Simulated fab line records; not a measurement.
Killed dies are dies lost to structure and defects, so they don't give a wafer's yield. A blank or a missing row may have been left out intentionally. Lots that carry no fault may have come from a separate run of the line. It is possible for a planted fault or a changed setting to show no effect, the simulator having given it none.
Which tool is to blame? -- flow nand harc -- Sampling: 24 lots, 72 wafers, 6 of 1302 route steps

WHAT THE GAUGES SHOWED, per wafer
Not one reading of a measure or inspect step in the record can be checked against a usual standard deviation.

WHAT TOOL EACH LOT RAN ON (gives the tool, then ch and the chambers of the sampled wafers, and finally the start)
lot,NHARC_A_CHANNEL_FILL_D2_CMP_10,NHARC_A_CHANNEL_FILL_D2_RTA_24,NHARC_A_STAIRCASE_DEP_156,NHARC_A_STAIRCASE_TRIM_193,NHARC_A_STAIRCASE_ETCH_197,NHARC_A_STAIRCASE_ETCH_201
L074,"cmp-01 ch 0,1,3, day 15 01:35","rtp anneal-02 ch 0, day 15 02:00","pecvd-02 ch 0,1,2, day 15 02:16","rie diel-04 ch 0,1,2, no start","rie diel-04 ch 1,2,3, no start","rie diel-04 ch 0,1,3, no start"
L075,"cmp-02 ch 1,2,3, day 16 06:00","rtp anneal-02 ch 0, day 16 06:24","pecvd-04 ch 0,1,2, day 16 06:40","rie diel-04 ch 0,3, no start","rie diel-04 ch 0,1, no start","rie diel-04 ch 0,1, no start"
L076,"cmp-04 ch 0,2,3, day 16 06:02","rtp anneal-01 ch 0, day 16 06:22","pecvd-01 ch 0,1,2, day 16 06:55","rie diel-10 ch 0,3, no start","rie diel-03 ch 0,1,2, no start","rie diel-03 ch 0,2,3, no start"
L078,"cmp-02 ch 2,3, day 16 19:25","rtp anneal-02 ch 0, day 16 19:53","pecvd-04 ch 0,1,2, day 16 20:06","rie diel-10 ch 1,2, no start","rie diel-10 ch 0,1,3, no start","rie diel-10 ch 0,1, no start"
L077,"cmp-01 ch 1,2,3, day 17 04:15","rtp anneal-02 ch 0, day 17 04:40","pecvd-01 ch 0,1,2, day 17 04:56","rie diel-04 ch 0,3, no start","rie diel-03 ch 1,3, no start","rie diel-03 ch 0,3, no start"
L079,"cmp-02 ch 0,1,2, day 17 04:16","rtp anneal-01 ch 0, day 17 04:38","pecvd-04 ch 0,1,2, day 17 04:58","rie diel-10 ch 0,2,3, no start","rie diel-04 ch 0,1,3, no start","rie diel-04 ch 0,2,3, no start"
L081,"cmp-02 ch 0,1,3, day 17 23:17","rtp anneal-02 ch 0, day 17 23:42","pecvd-01 ch 0,2, day 17 23:58","rie diel-03 ch 1,2,3, no start","rie diel-03 ch 0,1,2, no start","rie diel-03 ch 0,2,3, no start"
L080,"cmp-02 ch 0,1,3, day 18 07:21","rtp anneal-01 ch 0, day 18 07:44","pecvd-04 ch 0,1,2, day 18 08:01","rie diel-04 ch 0,2, no start","rie diel-03 ch 1,3, no start","rie diel-03 ch 1,3, no start"
L082,"cmp-02 ch 1,3, day 19 02:51","rtp anneal-01 ch 0, day 19 03:18","pecvd-01 ch 0,1,2, day 19 04:12","rie diel-03 ch 0,1,2, no start","rie diel-10 ch 1,2, no start","rie diel-10 ch 1,2, no start"
L084,"cmp-01 ch 0,1,3, day 19 02:53","rtp anneal-02 ch 0, day 19 03:16","pecvd-01 ch 0,1, day 19 04:02","rie diel-04 ch 1,3, no start","rie diel-04 ch 1,2, no start","rie diel-04 ch 1,2,3, no start"
L083,"cmp-04 ch 0,1,3, day 19 15:08","rtp anneal-01 ch 0, day 19 15:33","pecvd-01 ch 0,2, day 19 15:51","rie diel-10 ch 1,2,3, no start","rie diel-03 ch 0,2,3, no start","rie diel-03 ch 0,2,3, no start"
L085,"cmp-04 ch 0,2,3, day 19 21:07","rtp anneal-01 ch 0, day 19 21:34","pecvd-02 ch 0,1, day 19 21:49","rie diel-10 ch 1,2,3, no start","rie diel-03 ch 0,1,2, no start","rie diel-03 ch 0,2, no start"
L086,"cmp-01 ch 0,1,2, day 19 21:07","rtp anneal-02 ch 0, day 19 21:32","pecvd-01 ch 0,1,2, day 19 21:52","rie diel-10 ch 0,1,3, no start","rie diel-10 ch 1,2, no start","rie diel-10 ch 0,1, no start"
L087,"cmp-02 ch 1,2,3, day 20 17:35","rtp anneal-01 ch 0, day 20 17:59","pecvd-02 ch 0,1,2, day 20 18:16","rie diel-04 ch 0,1,2, no start","rie diel-10 ch 1,2,3, no start","rie diel-10 ch 0,1,3, no start"
L089,"cmp-01 ch 1,3, day 22 00:50","rtp anneal-02 ch 0, day 22 01:16","pecvd-04 ch 0,2, day 22 01:31","rie diel-10 ch 0,1,2, no start","rie diel-10 ch 0,1,3, no start","rie diel-10 ch 1,2, no start"
L091,"cmp-02 ch 1,2, day 22 00:50","rtp anneal-01 ch 0, day 22 01:16","pecvd-01 ch 1,2, day 22 01:34","rie diel-03 ch 1,2, no start","rie diel-03 ch 0,1, no start","rie diel-03 ch 0,1, no start"
L088,"cmp-01 ch 1,2,3, day 22 00:59","rtp anneal-02 ch 0, day 22 01:27","pecvd-04 ch 0,1, day 22 01:43","rie diel-10 ch 2,3, no start","rie diel-04 ch 1,3, no start","rie diel-04 ch 2,3, no start"
L090,"cmp-02 ch 0,2,3, day 22 05:08","rtp anneal-01 ch 0, day 22 05:35","pecvd-01 ch 1,2, day 22 05:48","rie diel-10 ch 0,1, no start","rie diel-03 ch 1,2,3, no start","rie diel-03 ch 1,2, no start"
L092,"cmp-02 ch 1,2, day 23 04:26","rtp anneal-02 ch 0, day 23 04:52","pecvd-01 ch 1,2, day 23 05:09","rie diel-04 ch 0,1,3, no start","rie diel-10 ch 0,1,2, no start","rie diel-10 ch 1,2,3, no start"
L094,"cmp-04 ch 0,1,3, day 23 20:52","rtp anneal-01 ch 0, day 23 21:17","pecvd-04 ch 1,2, day 23 21:34","rie diel-03 ch 0,1,3, no start","rie diel-03 ch 0,1,3, no start","rie diel-03 ch 0,1,2, no start"
L093,"cmp-01 ch 1,2,3, day 23 20:55","rtp anneal-02 ch 0, day 23 21:17","pecvd-01 ch 0,1,2, day 23 21:34","rie diel-04 ch 0,3, no start","rie diel-04 ch 0,2,3, no start","rie diel-04 ch 1,3, no start"
L095,"cmp-02 ch 1,3, day 24 00:28","rtp anneal-02 ch 0, day 24 00:54","pecvd-02 ch 0,1, day 24 01:08","rie diel-03 ch 0,2, no start","rie diel-03 ch 0,3, no start","rie diel-03 ch 0,1,3, no start"
L096,"cmp-04 ch 0,1,3, day 24 22:59","rtp anneal-02 ch 0, day 24 23:26","pecvd-02 ch 0,1,2, day 24 23:43","rie diel-03 ch 0,1, no start","rie diel-10 ch 0,1, no start","rie diel-10 ch 0,1, no start"
L097,"cmp-04 ch 0,2,3, day 25 19:56","rtp anneal-01 ch 0, day 25 20:21","pecvd-04 ch 0,1, day 25 20:38","rie diel-04 ch 0,1,3, no start","rie diel-03 ch 0,1,3, no start","rie diel-03 ch 0,1,2, no start"
- NHARC_A_CHANNEL_FILL_D2_CMP_10: polishes, target thk 150 nm.
- NHARC_A_CHANNEL_FILL_D2_RTA_24: time 5 s.
- NHARC_A_STAIRCASE_DEP_156: deposits SiNx, target thk 50 nm.
- NHARC_A_STAIRCASE_TRIM_193: chemistry O2, time 211.2 s.
- NHARC_A_STAIRCASE_ETCH_197: etches the open film in C4F8/O2, target depth 100 nm, time 40.5 s.
- NHARC_A_STAIRCASE_ETCH_201: etches the open film in C4F8/O2, target depth 100 nm, time 40.5 s.

AS READ BY THE TOOLS THEMSELVES (means over the sampled wafers that have a number; for cases with no such wafer, the mark the record gives instead)
NHARC_A_CHANNEL_FILL_D2_CMP_10. Usual: motor current A 12.5 A, standard deviation 1.1; time to endpoint s 14.2 s, standard deviation 2.2.
lot,tool,motor current A (A),time to endpoint s (s),flag
L074,cmp-01,13.5,13.0,
L075,cmp-02,12.8,13.5,
L076,cmp-04,12.0,16.4,
L078,cmp-02,13.0,12.8,
L077,cmp-01,12.7,14.0,
L079,cmp-02,13.1,12.2,
L081,cmp-02,11.9,13.8,
L080,cmp-02,11.9,14.1,
L082,cmp-02,12.3,14.9,
L084,cmp-01,13.2,13.1,
L083,cmp-04,12.3,17.8,
L085,cmp-04,12.3,13.8,
L086,cmp-01,11.8,12.6,
L087,cmp-02,12.8,14.2,
L089,cmp-01,13.3,16.3,
L091,cmp-02,13.1,9.1,
L088,cmp-01,13.1,14.9,
L090,cmp-02,12.5,13.3,
L092,cmp-02,13.5,13.1,
L094,cmp-04,12.2,16.8,
L093,cmp-01,13.1,16.4,
L095,cmp-02,12.7,15.5,
L096,cmp-04,12.2,13.8,
L097,cmp-04,12.2,13.2,

NHARC_A_CHANNEL_FILL_D2_RTA_24. Usual: lamp power pct 30 %, standard deviation 4.3; lamp_zone_2_pct 30 %, standard deviation 4.3; wafer_temp_C_max 1004.1, standard deviation 0.8.
lot,tool,lamp power pct (%),lamp_zone_2_pct (%),wafer_temp_C_max,flag
L074,rtp anneal-02,34,34,1003.7,
L075,rtp anneal-02,34,34,1003.8,
L076,rtp anneal-01,26,26,1003.8,
L078,rtp anneal-02,34,34,1003.5,
L077,rtp anneal-02,34,34,1003.9,
L079,rtp anneal-01,26,25,1003.7,
L081,rtp anneal-02,34,34,1005.2,
L080,rtp anneal-01,26,25,1003.5,
L082,rtp anneal-01,25,26,1004.6,
L084,rtp anneal-02,34,34,1004.1,
L083,rtp anneal-01,26,26,1004.2,
L085,rtp anneal-01,26,26,1003.1,
L086,rtp anneal-02,34,34,1003.6,
L087,rtp anneal-01,26,26,1003.7,
L089,rtp anneal-02,34,34,1004.6,
L091,rtp anneal-01,26,26,1004.8,
L088,rtp anneal-02,34,34,1004.7,
L090,rtp anneal-01,25,25,1004.2,
L092,rtp anneal-02,34,34,1004.4,
L094,rtp anneal-01,25,25,1004.5,
L093,rtp anneal-02,34,34,1004.3,
L095,rtp anneal-02,34,34,1003.7,
L096,rtp anneal-02,34,34,1004.0,
L097,rtp anneal-01,25,25,1003.3,

NHARC_A_STAIRCASE_DEP_156. Usual: heater power w reads 727 W (standard deviation 84).
lot,tool,heater power w (W),flag
L074,pecvd-02,767,
L075,pecvd-04,825,
L076,pecvd-01,710,
L078,pecvd-04,749,
L077,pecvd-01,669,
L079,pecvd-04,821,
L081,pecvd-01,666,
L080,pecvd-04,787,
L082,pecvd-01,661,
L084,pecvd-01,687,
L083,pecvd-01,617,
L085,pecvd-02,717,
L086,pecvd-01,704,
L087,pecvd-02,730,
L089,pecvd-04,802,
L091,pecvd-01,611,
L088,pecvd-04,736,
L090,pecvd-01,655,
L092,pecvd-01,683,
L094,pecvd-04,718,
L093,pecvd-01,658,
L095,pecvd-02,825,
L096,pecvd-02,788,
L097,pecvd-04,806,

NHARC_A_STAIRCASE_TRIM_193. Usual: drypump motor current A 5.9 A, standard deviation 0.44; oes product au 1.001 a.u., standard deviation 0.0078; rf vpp V 57.9 V, standard deviation 0.84; showerhead plenum p Torr 3.53 Torr, standard deviation 0.15; throttle valve pct 17.038 %, standard deviation 0.0093.
lot,tool,drypump motor current A (A),oes product au (a.u.),rf vpp V (V),showerhead plenum p Torr (Torr),throttle valve pct (%),flag
L074,rie diel-04,5.9,1.011,57.6,3.45,17.041,
L075,rie diel-04,5.6,1.001,58.7,3.38,17.035,
L076,rie diel-10,5.7,1.003,57.4,3.55,17.034,
L078,rie diel-10,6.0,0.998,57.6,3.63,17.041,
L077,rie diel-04,5.6,0.994,56.9,3.37,17.041,
L079,rie diel-10,5.9,1.000,58.0,3.50,17.044,
L081,rie diel-03,6.0,1.000,57.4,3.67,17.033,
L080,rie diel-04,5.8,1.004,56.9,3.38,17.052,
L082,rie diel-03,6.1,0.992,57.8,3.72,17.047,
L084,rie diel-04,6.2,1.001,57.4,3.45,17.043,
L083,rie diel-10,5.9,1.005,58.3,3.55,17.043,
L085,rie diel-10,5.8,0.998,58.4,3.55,17.050,
L086,rie diel-10,5.7,0.999,57.6,3.60,17.029,
L087,rie diel-04,5.9,0.998,58.4,3.43,17.038,
L089,rie diel-10,6.0,1.011,58.1,3.54,17.041,
L091,rie diel-03,6.3,0.999,58.1,3.66,17.036,
L088,rie diel-10,5.7,1.002,57.7,3.48,17.036,
L090,rie diel-10,5.9,1.012,58.3,3.59,17.049,
L092,rie diel-04,5.8,1.005,56.9,3.41,17.040,
L094,rie diel-03,5.8,0.994,58.3,3.70,17.034,
L093,rie diel-04,5.5,0.999,57.4,3.39,17.026,
L095,rie diel-03,6.6,0.993,58.1,3.64,17.032,
L096,rie diel-03,5.8,0.986,58.8,3.75,17.044,
L097,rie diel-04,5.8,1.004,58.2,3.40,17.035,

NHARC_A_STAIRCASE_ETCH_197. Usual: oes product au 0.954 a.u., standard deviation 0.017; rf vpp V 898 V, standard deviation 5.4.
lot,tool,oes product au (a.u.),rf vpp V (V),flag
L074,rie diel-04,0.949,891,
L075,rie diel-04,0.949,895,
L076,rie diel-03,0.967,904,
L078,rie diel-10,0.950,900,
L077,rie diel-03,0.971,902,
L079,rie diel-04,0.984,892,
L081,rie diel-03,0.940,903,
L080,rie diel-03,0.969,904,
L082,rie diel-10,0.967,900,
L084,rie diel-04,0.942,892,
L083,rie diel-03,0.966,901,
L085,rie diel-03,0.964,903,
L086,rie diel-10,0.936,895,
L087,rie diel-10,0.927,897,
L089,rie diel-10,0.946,899,
L091,rie diel-03,0.940,904,
L088,rie diel-04,0.974,893,
L090,rie diel-03,0.968,901,
L092,rie diel-10,0.951,896,
L094,rie diel-03,0.941,902,
L093,rie diel-04,0.949,890,
L095,rie diel-03,0.945,901,
L096,rie diel-10,0.938,897,
L097,rie diel-03,0.942,902,

NHARC_A_STAIRCASE_ETCH_201. Usual: oes product au 0.948 a.u., standard deviation 0.01; rf vpp V 898 V, standard deviation 5.5.
lot,tool,oes product au (a.u.),rf vpp V (V),flag
L074,rie diel-04,0.939,893,
L075,rie diel-04,0.951,894,
L076,rie diel-03,0.953,902,
L078,rie diel-10,0.944,898,
L077,rie diel-03,0.953,902,
L079,rie diel-04,0.952,890,
L081,rie diel-03,0.944,901,
L080,rie diel-03,0.950,901,
L082,rie diel-10,0.952,899,
L084,rie diel-04,0.957,891,
L083,rie diel-03,0.951,901,
L085,rie diel-03,0.943,900,
L086,rie diel-10,0.946,899,
L087,rie diel-10,0.950,899,
L089,rie diel-10,0.945,899,
L091,rie diel-03,0.931,905,
L088,rie diel-04,0.951,888,
L090,rie diel-03,0.949,900,
L092,rie diel-10,0.939,896,
L094,rie diel-03,0.943,902,
L093,rie diel-04,0.948,892,
L095,rie diel-03,0.944,903,
L096,rie diel-10,0.944,898,
L097,rie diel-03,0.944,902,

THE ANSWER, worked out from the rows above alone
Rule: take the mean of a lot's wafers that have a number; if it is more than 3 standard deviations from the usual mean, the lot is off. A lot without any number at a reading at which 4 lots or more have one is off too. Where the step has rows for the other lots, those lots are counted as sound. Order of review: gauges by route order, followed by the tools' own readings, for which a lot's mean as printed above is used. At the first step where some lot is off, the reading lying furthest off is the one used; lots without a number count as furthest.
Across all readings shown, no lot is off: no conclusion can be drawn from this.

WHAT WAS PUT IN BY THE SIMULATOR
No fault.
